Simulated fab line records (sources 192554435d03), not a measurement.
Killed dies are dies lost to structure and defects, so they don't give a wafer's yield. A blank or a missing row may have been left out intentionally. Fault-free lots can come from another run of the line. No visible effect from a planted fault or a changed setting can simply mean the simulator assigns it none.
fab line records	flow n5-finfet
record: lots: 24	wafers: 72	last-day: 18
route steps=1938 shown BEOL_M5@1135 BEOL_M6@1194
lots untouched by any fault: they come from a run of this same line in which no faults occurred
start-h: start of the lot's first displayed wafer, in hours after the record's first day	wait-h: hours from the lot's prior step to this one	" as in the row above	L1.1+2: a row that stands for several wafers	- no value, or no start was given	* or withheld: withheld	< > ~ a bound
route shown NAME@n: NAME is a module with steps in the file, n the number in the route of the first one	usual: mean and standard deviation over wafers with no fault	same: alike in all rows	chamber/n: place in a boat	sites: the reading at each site	_std_site: the values' standard deviation	_edge_site: the outer-site mean with the inner-site mean subtracted	radius-mm: for every site, how far away it sits from the centre of the wafer	mask NAME#n: copy n	behind: tool/chamber where the wafer was last shaped	hold: what put the lot on hold/how long, in hours/how the hold closed	device: names the non-switching transistor (n, p or np)	end of line: tests of these same wafers at the route's end	a step given without rows: its recipe and nothing more	killed: at the first sort, the dies lost to defects and structure; wafer yield is something else	map: a wafer's dies, x killed, . not, _ none there
set.NAME: the setting the step ran with; set.NAME@STEP: the setting that earlier step ran with	model.NAME: the simulator's own value behind a step, which no gauge read
route steps across a sampled set of lots; one table per step, one row per wafer
services: from which hour (start-h, from the record's first day; less than 0 if before it) a tool's chamber was out of use, for how many hours, and why
== steps ==
step: N5_BEOL_M5_STRIP_64
recipe: chemistry: CF4	resist: SiARC	power-w: 300	bias-power-w: 75	pressure-mtorr: 50	cf4-flow-sccm: 150	rf-frequency-hz: 6e+07
usual: drypump-motor-current-A: 5.4/0.41	oes-product-au: 0.77/0.08	rf-vpp-V: 270.6/1.4	showerhead-plenum-p-Torr: 1.78/0.059	throttle-valve-pct: 13.74/0.24
lot.wafer	tool	chamber	start-h	wait-h	drypump-motor-current-A	oes-product-au	rf-hours-counter-h	rf-vpp-V	showerhead-plenum-p-Torr	throttle-valve-pct
L074.3	rie-diel-03	1	163.96	0.0	5.6	0.72	184	270.5	1.78	13.53
L074.4	"	2	"	"	5.2	0.73	-	272.6	1.88	13.83
L074.5	"	1	"	"	5.6	0.72	-	270.9	1.78	13.54
L075.2	rie-diel-04	3	178.94	0.0	4.9	0.71	194	271.4	1.79	13.83
L075.5	"	2	"	"	4.8	0.88	-	269.7	1.75	13.25
L075.6	"	3	"	"	5.0	0.71	-	272.3	1.79	13.84
L076.4	rie-diel-03	3	179.47	0.0	5.7	0.76	-	268.6	1.74	14.03
L076.5	"	1	"	"	5.5	0.72	-	269.5	1.78	13.55
L076.6	"	2	"	"	5.2	0.72	-	272.7	1.87	13.85
L077.2	rie-diel-04	3	186.73	0.0	4.9	0.70	197	271.6	1.79	13.85
L077.3	"	2	"	"	4.8	0.88	34	270.7	1.75	13.27
L077.4	"	1	"	"	5.5	0.96	4	271.6	1.86	13.74
L079.4	rie-diel-04	1	189.34	0.0	5.5	0.95	5	271.1	1.85	13.72
L079.5	"	1	"	"	5.5	0.96	-	271.7	1.85	13.75
L079.6	"	0	"	"	6.1	0.79	-	271.0	1.74	13.68
L078.2	rie-diel-04	1	189.64	0.0	5.5	0.96	5	271.3	1.85	13.74
L078.4	"	2	"	"	4.8	0.87	35	269.5	1.75	13.25
L078.6	"	0	"	"	6.0	0.78	-	270.1	1.74	13.68
L080.2	rie-diel-06	2	212.82	0.0	5.7	0.69	210	271.1	1.78	13.73
L080.5	"	1	"	"	5.9	0.75	-	270.1	1.73	13.90
L080.6	"	0	"	"	6.4	0.78	-	271.5	1.79	13.30
L081.2	rie-diel-03	2	219.24	0.0	5.1	0.71	188	272.6	1.87	13.89
L081.3	"	0	"	"	5.7	0.75	144	268.0	1.66	13.63
L081.5	"	3	"	"	5.7	0.74	-	268.8	1.74	14.07
L082.2	rie-diel-03	3	232.70	0.0	5.6	0.73	171	270.2	1.74	14.08
L082.4	"	2	"	"	5.2	0.71	192	272.0	1.87	13.89
L082.5	"	2	"	"	5.2	0.71	-	271.6	1.87	13.90
L083.2	rie-diel-04	1	240.77	0.0	5.5	0.91	21	271.0	1.85	13.77
L083.3	"	3	"	"	4.9	0.70	213	270.0	1.79	13.89
L083.6	"	1	"	"	5.5	0.91	-	272.3	1.85	13.76
L084.1	rie-diel-04	2	243.44	0.0	4.8	0.86	51	270.1	1.74	13.30
L084.5	"	1	"	"	5.5	0.91	-	271.6	1.85	13.79
L084.6	"	0	"	"	6.0	0.77	-	269.2	1.73	13.72
L085.3	rie-diel-03	0	248.91	0.0	5.7	0.74	154	268.5	1.66	13.67
L085.4	"	1	"	"	5.6	0.70	213	271.6	1.77	13.59
L085.5	"	1	"	"	5.6	0.70	-	271.3	1.77	13.61
L086.2	rie-diel-04	3	249.82	0.0	4.9	0.69	216	269.4	1.79	13.90
L086.3	"	0	"	"	6.0	0.77	146	270.0	1.73	13.70
L086.5	"	3	"	"	4.9	0.69	-	271.1	1.79	13.89
L088.1	rie-diel-06	3	259.56	0.0	5.0	0.89	32	273.1	1.81	13.21
L088.2	"	2	"	"	5.7	0.68	223	271.4	1.78	13.77
L088.3	"	0	"	"	6.4	0.77	102	271.8	1.79	13.32
L087.3	rie-diel-04	2	259.72	0.0	4.8	0.84	56	268.8	1.74	13.34
L087.5	"	1	"	"	5.5	0.90	-	272.4	1.85	13.79
L087.6	"	2	"	"	4.8	0.84	-	268.5	1.74	13.32
L089.1	rie-diel-04	1	272.07	0.0	5.5	0.89	31	271.9	1.85	13.80
L089.3	"	3	"	"	4.9	0.69	222	270.8	1.78	13.90
L089.6	"	3	"	"	4.9	0.69	-	270.7	1.79	13.91
L091.1	rie-diel-04	1	275.34	0.0	5.5	0.89	33	272.9	1.85	13.81
L091.3	"	3	"	"	4.9	0.69	224	271.9	1.78	13.92
L091.4	"	2	"	"	4.8	0.83	63	269.5	1.74	13.33
L090.2	rie-diel-03	3	278.58	0.0	5.7	0.73	185	268.3	1.73	14.13
L090.3	"	1	"	"	5.5	0.69	223	270.9	1.77	13.64
L090.6	"	2	"	"	5.1	0.70	-	272.2	1.86	13.95
L092.1	rie-diel-03	3	283.65	0.0	5.7	0.72	187	271.0	1.73	14.10
L092.3	"	2	"	"	5.2	0.70	208	271.5	1.86	13.95
L092.6	"	3	"	"	5.7	0.73	-	268.2	1.73	14.11
L093.1	rie-diel-03	2	295.81	0.0	5.2	0.70	213	273.8	1.86	13.95
L093.3	"	1	"	"	5.5	0.69	229	270.5	1.77	13.63
L093.6	"	2	"	"	5.2	0.70	-	272.2	1.86	13.95
L094.2	rie-diel-04	0	296.07	0.0	6.0	0.75	161	269.7	1.73	13.74
L094.3	"	2	"	"	4.8	0.83	71	268.4	1.74	13.35
L094.6	"	1	"	"	5.5	0.87	-	271.4	1.84	13.81
L095.1	rie-diel-03	3	310.97	0.0	5.7	0.72	199	270.3	1.73	14.15
L095.2	"	1	"	"	5.6	0.68	236	270.7	1.76	13.64
L095.5	"	3	"	"	5.7	0.72	-	269.1	1.73	14.14
L096.1	rie-diel-03	1	313.16	0.0	5.6	0.69	237	271.6	1.76	13.66
L096.3	"	0	"	"	5.6	0.72	180	267.7	1.65	13.73
L096.4	"	3	"	"	5.7	0.71	200	269.0	1.73	14.16
L097.1	rie-diel-04	2	320.65	0.0	4.8	0.81	81	269.2	1.74	13.37
L097.2	"	3	"	"	4.9	0.68	242	270.1	1.78	13.96
L097.5	"	0	"	"	6.0	0.75	-	268.9	1.72	13.77
step: N5_BEOL_M5_CD_MEAS_18
recipe: pitch-nm: 56	target-cd-nm: 28
usual: cd-nm: 27.9/0.34
lot.wafer	tool	chamber	start-h	wait-h	cd-nm
L074.3	cd-sem-03	-	164.19	0.1	28.0
L074.4	"	-	"	"	28.1
L074.5	"	-	"	"	28.1
L075.2	cd-sem-03	-	179.16	0.1	28.2
L075.5	"	-	"	"	28.3
L075.6	"	-	"	"	28.4
L076.4	cd-sem-02	-	179.68	0.1	27.8
L076.5	"	-	"	"	27.9
L076.6	"	-	"	"	28.0
L077.2	cd-sem-03	-	186.95	0.1	27.6
L077.3	"	-	"	"	27.5
L077.4	"	-	"	"	27.8
L079.4	cd-sem-03	-	189.73	0.1	27.8
L079.5	"	-	"	"	28.4
L079.6	"	-	"	"	27.8
L078.2	cd-sem-01	-	189.93	0.1	27.8
L078.4	"	-	"	"	27.9
L078.6	"	-	"	"	27.9
L080.2	cd-sem-03	-	213.04	0.1	28.2
L080.5	"	-	"	"	27.7
L080.6	"	-	"	"	27.7
L081.2	cd-sem-01	-	219.47	0.1	27.8
L081.3	"	-	"	"	27.6
L081.5	"	-	"	"	27.8
L082.2	cd-sem-01	-	232.92	0.1	28.1
L082.4	"	-	"	"	27.9
L082.5	"	-	"	"	27.7
L083.2	cd-sem-03	-	241.02	0.1	28.0
L083.3	"	-	"	"	27.9
L083.6	"	-	"	"	27.7
L084.1	cd-sem-03	-	243.66	0.0	27.8
L084.5	"	-	"	"	27.8
L084.6	"	-	"	"	27.9
L085.3	cd-sem-03	-	249.14	0.1	27.2
L085.4	"	-	"	"	27.2
L085.5	"	-	"	"	27.6
L086.2	cd-sem-03	-	250.04	0.1	27.9
L086.3	"	-	"	"	27.6
L086.5	"	-	"	"	27.8
L088.1	cd-sem-01	-	259.78	0.0	27.9
L088.2	"	-	"	"	28.9
L088.3	"	-	"	"	28.0
L087.3	cd-sem-01	-	259.95	0.1	27.9
L087.5	"	-	"	"	28.1
L087.6	"	-	"	"	27.8
L089.1	cd-sem-02	-	272.48	0.0	28.9
L089.3	"	-	"	"	27.7
L089.6	"	-	"	"	27.8
L091.1	cd-sem-02	-	275.66	0.0	28.1
L091.3	"	-	"	"	28.1
L091.4	"	-	"	"	28.1
L090.2	cd-sem-02	-	278.88	0.1	28.2
L090.3	"	-	"	"	27.7
L090.6	"	-	"	"	27.5
L092.1	cd-sem-01	-	283.88	0.1	28.2
L092.3	"	-	"	"	27.4
L092.6	"	-	"	"	28.4
L093.1	cd-sem-01	-	296.22	0.0	28.0
L093.3	"	-	"	"	28.0
L093.6	"	-	"	"	28.0
L094.2	cd-sem-03	-	296.30	0.1	27.8
L094.3	"	-	"	"	28.1
L094.6	"	-	"	"	28.4
L095.1	cd-sem-03	-	311.40	0.0	28.6
L095.2	"	-	"	"	28.4
L095.5	"	-	"	"	27.9
L096.1	cd-sem-01	-	313.60	0.0	28.0
L096.3	"	-	"	"	27.7
L096.4	"	-	"	"	28.5
L097.1	cd-sem-02	-	321.08	0.0	27.8
L097.2	"	-	"	"	27.6
L097.5	"	-	"	"	27.3
step: N5_BEOL_M5_DEGAS_44
recipe: ambient: vacuum	temp-c: 250	time-s: 60
usual: heater-power-w: 345/45
same: time-s: 60
lot.wafer	tool	chamber	start-h	wait-h	heater-power-w
L074.3	pvd-sputter-02	-	168.77	0.6	428
L074.4	"	-	"	"	410
L074.5	"	-	"	"	414
L076.4	pvd-sputter-02	-	182.32	0.2	417
L076.5	"	-	"	"	417
L076.6	"	-	"	"	354
L075.2	pvd-sputter-02	-	182.92	0.5	359
L075.5	"	-	"	"	333
L075.6	"	-	"	"	427
L077.2	pvd-sputter-02	-	189.92	0.2	349
L077.3	"	-	"	"	423
L077.4	"	-	"	"	330
L079.4	pvd-sputter-03	-	195.05	0.1	309
L079.5	"	-	"	"	352
L079.6	"	-	"	"	356
L078.2	pvd-sputter-03	-	195.69	0.6	309
L078.4	"	-	"	"	361
L078.6	"	-	"	"	363
L080.2	pvd-sputter-02	-	215.33	1.1	341
L080.5	"	-	"	"	340
L080.6	"	-	"	"	430
L081.2	pvd-sputter-01	-	221.77	0.4	280
L081.3	"	-	"	"	274
L081.5	"	-	"	"	273
L082.2	pvd-sputter-03	-	235.62	1.3	351
L082.4	"	-	"	"	311
L082.5	"	-	"	"	290
L083.2	pvd-sputter-03	-	242.80	0.4	357
L083.3	"	-	"	"	294
L083.6	"	-	"	"	312
L084.1	pvd-sputter-01	-	248.11	2.3	292
L084.5	"	-	"	"	387
L084.6	"	-	"	"	291
L086.2	pvd-sputter-02	-	251.49	0.3	344
L086.3	"	-	"	"	418
L086.5	"	-	"	"	423
L085.3	pvd-sputter-02	-	251.60	0.2	343
L085.4	"	-	"	"	420
L085.5	"	-	"	"	352
L088.1	pvd-sputter-03	-	262.16	1.1	358
L088.2	"	-	"	"	299
L088.3	"	-	"	"	350
L087.3	pvd-sputter-03	-	262.24	0.8	353
L087.5	"	-	"	"	346
L087.6	"	-	"	"	310
L089.1	pvd-sputter-03	-	276.42	0.3	314
L089.3	"	-	"	"	357
L089.6	"	-	"	"	364
L091.1	pvd-sputter-03	-	281.07	2.0	353
L091.3	"	-	"	"	294
L091.4	"	-	"	"	344
L090.2	pvd-sputter-01	-	282.31	0.3	321
L090.3	"	-	"	"	270
L090.6	"	-	"	"	379
L092.1	pvd-sputter-02	-	288.99	0.8	439
L092.3	"	-	"	"	421
L092.6	"	-	"	"	333
L093.1	pvd-sputter-01	-	298.26	0.3	324
L093.3	"	-	"	"	390
L093.6	"	-	"	"	327
L094.2	pvd-sputter-03	-	298.72	0.2	294
L094.3	"	-	"	"	356
L094.6	"	-	"	"	308
L095.1	pvd-sputter-01	-	312.98	0.3	327
L095.2	"	-	"	"	386
L095.5	"	-	"	"	323
L096.1	pvd-sputter-03	-	315.74	0.4	304
L096.3	"	-	"	"	339
L096.4	"	-	"	"	348
L097.1	pvd-sputter-03	-	322.82	0.4	356
L097.2	"	-	"	"	305
L097.5	"	-	"	"	291
step: N5_BEOL_M5_PRE_CLEAN_77
recipe: gas: NH3/H2	time-s: 15	temp-c: *	rf-power-w: 300
usual: heater-power-w: 97/19
same: time-s: 15
lot.wafer	tool	chamber	start-h	wait-h	heater-power-w
L074.3	cvd-co-02	1	174.70	0.0	125
L074.4	"	1	"	"	124
L074.5	"	0	"	"	100
L076.4	cvd-co-02	1	188.16	0.1	122
L076.5	"	0	"	"	102
L076.6	"	2	"	"	82
L077.2	cvd-co-02	2	195.68	0.0	83
L077.3	"	1	"	"	120
L077.4	"	0	"	"	99
L079.4	cvd-co-01	1	200.93	0.1	64
L079.5	"	0	"	"	100
L079.6	"	2	"	"	97
L078.2	cvd-co-01	0	202.40	0.0	100
L078.4	"	1	"	"	64
L078.6	"	0	"	"	102
L075.2	cvd-co-02	2	205.51	0.3	81
L075.5	"	2	"	"	82
L075.6	"	0	"	"	102
L080.2	cvd-co-01	2	221.25	0.0	96
L080.5	"	1	"	"	64
L080.6	"	2	"	"	98
L081.2	cvd-co-02	1	228.32	0.0	122
L081.3	"	2	"	"	82
L081.5	"	0	"	"	100
L082.2	cvd-co-02	0	241.59	0.0	101
L082.4	"	2	"	"	84
L082.5	"	1	"	"	127
L083.2	cvd-co-02	2	250.93	0.1	82
L083.3	"	0	"	"	101
L083.6	"	1	"	"	124
L084.1	cvd-co-01	0	254.33	0.0	103
L084.5	"	1	"	"	64
L084.6	"	0	"	"	102
L086.2	cvd-co-01	0	258.76	0.0	99
L086.3	"	2	"	"	99
L086.5	"	1	"	"	64
L085.3	cvd-co-02	0	259.16	0.0	106
L085.4	"	1	"	"	127
L085.5	"	2	"	"	83
L088.1	cvd-co-02	2	267.94	0.0	82
L088.2	"	1	"	"	127
L088.3	"	0	"	"	101
L087.3	cvd-co-02	0	268.11	0.0	103
L087.5	"	0	"	"	104
L087.6	"	1	"	"	125
L089.1	cvd-co-02	2	282.54	0.0	83
L089.3	"	1	"	"	125
L089.6	"	0	"	"	103
L091.1	cvd-co-02	2	287.11	0.0	82
L091.3	"	0	"	"	101
L091.4	"	1	"	"	128
L090.2	cvd-co-02	1	288.25	0.0	127
L090.3	"	0	"	"	101
L090.6	"	1	"	"	124
L092.1	cvd-co-02	1	295.12	0.0	128
L092.3	"	2	"	"	84
L092.6	"	1	"	"	125
L093.1	cvd-co-01	1	304.15	0.0	62
L093.3	"	0	"	"	101
L093.6	"	0	"	"	103
L094.2	cvd-co-01	0	305.99	0.0	99
L094.3	"	1	"	"	64
L094.6	"	1	"	"	65
L095.1	cvd-co-01	1	320.27	0.0	64
L095.2	"	2	"	"	98
L095.5	"	2	"	"	100
L096.1	cvd-co-02	0	321.89	0.0	102
L096.3	"	2	"	"	83
L096.4	"	2	"	"	82
L097.1	cvd-co-01	0	330.97	0.3	101
L097.2	"	2	"	"	94
L097.5	"	0	"	"	103
step: N5_BEOL_M5_RS_MEAS_57
recipe: thk-meas-gauge: four-point-probe	reads: Co_of_BEOL_M5_CO_CAP_78+Cu_of_BEOL_M5_ECD_50+Co_of_BEOL_M5_CVD_47+TaN_of_BEOL_M5_ALD_86
usual: M5_RS: 0.389/0.013
lot.wafer	tool	chamber	start-h	wait-h	M5_RS[ohm/sq]
L074.3	film-metro-02	-	174.93	0.1	0.391
L074.4	"	-	"	"	0.375
L074.5	"	-	"	"	0.404
L076.4	film-metro-02	-	188.36	0.0	0.404
L076.5	"	-	"	"	0.405
L076.6	"	-	"	"	0.381
L077.2	film-metro-01	-	195.91	0.1	0.381
L077.3	"	-	"	"	0.392
L077.4	"	-	"	"	0.382
L079.4	film-metro-01	-	201.13	0.0	0.390
L079.5	"	-	"	"	0.389
L079.6	"	-	"	"	0.385
L078.2	film-metro-02	-	202.66	0.1	0.382
L078.4	"	-	"	"	0.408
L078.6	"	-	"	"	0.382
L075.2	film-metro-01	-	205.73	0.1	0.393
L075.5	"	-	"	"	0.365
L075.6	"	-	"	"	0.378
L080.2	film-metro-01	-	221.47	0.1	0.376
L080.5	"	-	"	"	0.365
L080.6	"	-	"	"	0.382
L081.2	film-metro-02	-	228.54	0.1	0.393
L081.3	"	-	"	"	0.389
L081.5	"	-	"	"	0.386
L082.2	film-metro-01	-	241.82	0.1	0.397
L082.4	"	-	"	"	0.389
L082.5	"	-	"	"	0.390
L083.2	film-metro-02	-	251.15	0.1	0.408
L083.3	"	-	"	"	0.409
L083.6	"	-	"	"	0.401
L084.1	film-metro-02	-	254.55	0.0	0.406
L084.5	"	-	"	"	0.376
L084.6	"	-	"	"	0.412
L086.2	film-metro-01	-	259.00	0.1	0.398
L086.3	"	-	"	"	0.405
L086.5	"	-	"	"	0.396
L085.3	film-metro-01	-	259.39	0.1	0.386
L085.4	"	-	"	"	0.379
L085.5	"	-	"	"	0.379
L088.1	film-metro-01	-	268.17	0.1	0.372
L088.2	"	-	"	"	0.390
L088.3	"	-	"	"	0.415
L087.3	film-metro-01	-	268.33	0.1	0.411
L087.5	"	-	"	"	0.401
L087.6	"	-	"	"	0.374
L089.1	film-metro-01	-	282.76	0.0	0.387
L089.3	"	-	"	"	0.368
L089.6	"	-	"	"	0.372
L091.1	film-metro-02	-	287.36	0.1	0.392
L091.3	"	-	"	"	0.390
L091.4	"	-	"	"	0.375
L090.2	film-metro-01	-	288.47	0.1	0.385
L090.3	"	-	"	"	0.410
L090.6	"	-	"	"	0.396
L092.1	film-metro-01	-	295.35	0.0	0.381
L092.3	"	-	"	"	0.390
L092.6	"	-	"	"	0.389
L093.1	film-metro-02	-	304.37	0.0	0.381
L093.3	"	-	"	"	0.374
L093.6	"	-	"	"	0.361
L094.2	film-metro-01	-	306.21	0.1	0.373
L094.3	"	-	"	"	0.392
L094.6	"	-	"	"	0.390
L095.1	film-metro-02	-	320.49	0.0	0.404
L095.2	"	-	"	"	0.406
L095.5	"	-	"	"	0.384
L096.1	film-metro-02	-	322.11	0.0	0.389
L096.3	"	-	"	"	0.388
L096.4	"	-	"	"	0.405
L097.1	film-metro-02	-	331.20	0.0	0.387
L097.2	"	-	"	"	0.401
L097.5	"	-	"	"	0.403
step: N5_BEOL_M6_ILD_DEP_00
recipe: material: SiCOH_lowk	target-thk-a: 1797.5	temp-c: 300	precursor: DEMS/porogen	pressure-torr: 5	rf-w: 500	time-s: 33.4
usual: heater-power-w: 288/35	showerhead-plenum-p-Torr: 5.738/0.014	throttle-valve-pct: 13.7/0.48
same: time-s: 33.4
lot.wafer	tool	chamber	start-h	wait-h	heater-power-w	showerhead-plenum-p-Torr	throttle-valve-pct
L074.3	pecvd-04	0	174.99	0.0	277	5.725	13.7
L074.4	"	1	"	"	244	5.733	13.8
L074.5	"	2	"	"	285	5.730	13.4
L076.4	pecvd-03	0	188.44	0.1	362	5.736	14.0
L076.5	"	1	"	"	271	5.762	13.4
L076.6	"	2	"	"	299	5.762	14.0
L077.2	pecvd-03	0	195.97	0.0	359	5.747	13.7
L077.3	"	0	"	"	360	5.718	14.2
L077.4	"	2	"	"	283	5.748	13.8
L079.4	pecvd-04	0	201.22	0.1	299	5.742	13.8
L079.5	"	2	"	"	280	5.706	13.6
L079.6	"	1	"	"	222	5.731	13.9
L078.2	pecvd-03	0	202.72	0.0	310	5.739	13.9
L078.4	"	1	"	"	293	5.777	13.0
L078.6	"	1	"	"	286	5.766	13.1
L075.2	pecvd-01	2	205.79	0.0	227	5.743	13.5
L075.5	"	2	"	"	234	5.723	13.7
L075.6	"	0	"	"	271	5.733	14.5
L080.2	pecvd-04	2	221.53	0.0	276	5.736	13.3
L080.5	"	2	"	"	280	5.730	13.3
L080.6	"	0	"	"	300	5.727	13.7
L081.2	pecvd-03	1	228.60	0.0	254	5.767	13.1
L081.3	"	1	"	"	256	5.761	13.4
L081.5	"	1	"	"	258	5.756	13.2
L082.2	pecvd-03	1	241.88	0.0	290	5.769	13.3
L082.4	"	0	"	"	371	5.733	14.2
L082.5	"	2	"	"	322	5.751	12.9
L083.2	pecvd-01	2	251.21	0.0	259	5.724	13.4
L083.3	"	0	"	"	246	5.726	14.7
L083.6	"	1	"	"	274	5.734	14.2
L084.1	pecvd-03	2	254.62	0.0	271	5.745	12.8
L084.5	"	2	"	"	284	5.746	12.6
L084.6	"	0	"	"	314	5.734	14.0
L086.2	pecvd-03	0	259.06	0.0	346	5.751	13.9
L086.3	"	1	"	"	279	5.755	13.0
L086.5	"	0	"	"	354	5.738	14.0
L085.3	pecvd-04	1	259.45	0.0	285	5.736	14.0
L085.4	"	0	"	"	332	5.723	13.6
L085.5	"	2	"	"	279	5.731	13.3
L088.1	pecvd-04	2	268.23	0.0	277	5.728	13.4
L088.2	"	0	"	"	319	5.729	14.0
L088.3	"	1	"	"	283	5.738	14.1
L087.3	pecvd-01	1	268.39	0.0	280	5.733	14.3
L087.5	"	0	"	"	284	5.724	14.6
L087.6	"	2	"	"	266	5.744	13.4
L089.1	pecvd-01	0	282.83	0.0	279	5.721	14.7
L089.3	"	2	"	"	234	5.727	13.9
L089.6	"	1	"	"	280	5.735	14.4
L091.1	pecvd-03	1	287.43	0.0	270	5.747	13.0
L091.3	"	0	"	"	368	5.734	14.2
L091.4	"	0	"	"	378	5.726	13.9
L090.2	pecvd-04	2	288.54	0.0	278	5.736	13.5
L090.3	"	0	"	"	270	5.742	13.8
L090.6	"	1	"	"	238	5.752	14.3
L092.1	pecvd-04	0	295.42	0.0	319	5.744	13.6
L092.3	"	1	"	"	291	5.744	13.7
L092.6	"	1	"	"	230	5.743	14.3
L093.1	pecvd-04	2	304.44	0.0	251	5.729	13.6
L093.3	"	1	"	"	232	5.743	14.0
L093.6	"	2	"	"	263	5.730	13.4
L094.2	pecvd-01	1	306.27	0.0	230	5.735	14.4
L094.3	"	0	"	"	259	5.731	14.6
L094.6	"	1	"	"	231	5.728	14.1
L095.1	pecvd-04	1	320.55	0.0	264	5.724	14.1
L095.2	"	0	"	"	281	5.717	13.8
L095.5	"	2	"	"	272	5.721	13.4
L096.1	pecvd-03	0	322.17	0.0	326	5.736	14.0
L096.3	"	2	"	"	307	5.759	12.8
L096.4	"	1	"	"	282	5.775	13.0
L097.1	pecvd-04	0	331.26	0.0	323	5.725	13.9
L097.2	"	2	"	"	299	5.729	14.0
L097.5	"	0	"	"	324	5.711	13.7
== services ==
tool	chamber	start-h	hours	kind
rie-diel-04	-	156.34	0.4	repair
rie-diel-04	1	158.58	-	clean
rie-diel-04	1	158.58	-	consumable-replace:focus-ring
rie-diel-04	1	158.58	11.0	scheduled-down
rie-diel-04	1	158.58	11.0	vent-cycle
rie-diel-03	0	159.43	22.4	repair
pecvd-03	1	162.07	2.1	scheduled-down
rie-diel-06	-	162.87	1.0	repair
rie-diel-06	1	168.49	4.1	repair
rie-diel-03	0	188.15	20.7	repair
pecvd-03	1	194.54	5.5	scheduled-down
pecvd-04	2	202.20	2.1	scheduled-down
pecvd-03	2	202.38	-	clean
pecvd-03	2	202.38	-	consumable-replace:showerhead
pecvd-03	2	202.38	29.0	scheduled-down
pecvd-03	2	202.38	29.0	vent-cycle
cvd-co-02	-	225.47	2.8	pm
pecvd-01	-	255.84	5.9	repair
rie-diel-06	3	270.89	5.3	repair
cvd-co-02	2	273.88	8.6	repair
rie-diel-06	2	275.62	3.6	repair
pecvd-04	1	285.89	2.1	scheduled-down
cvd-co-02	-	325.96	6.9	pm
pecvd-03	-	327.41	6.0	pm
== key ==
fault none
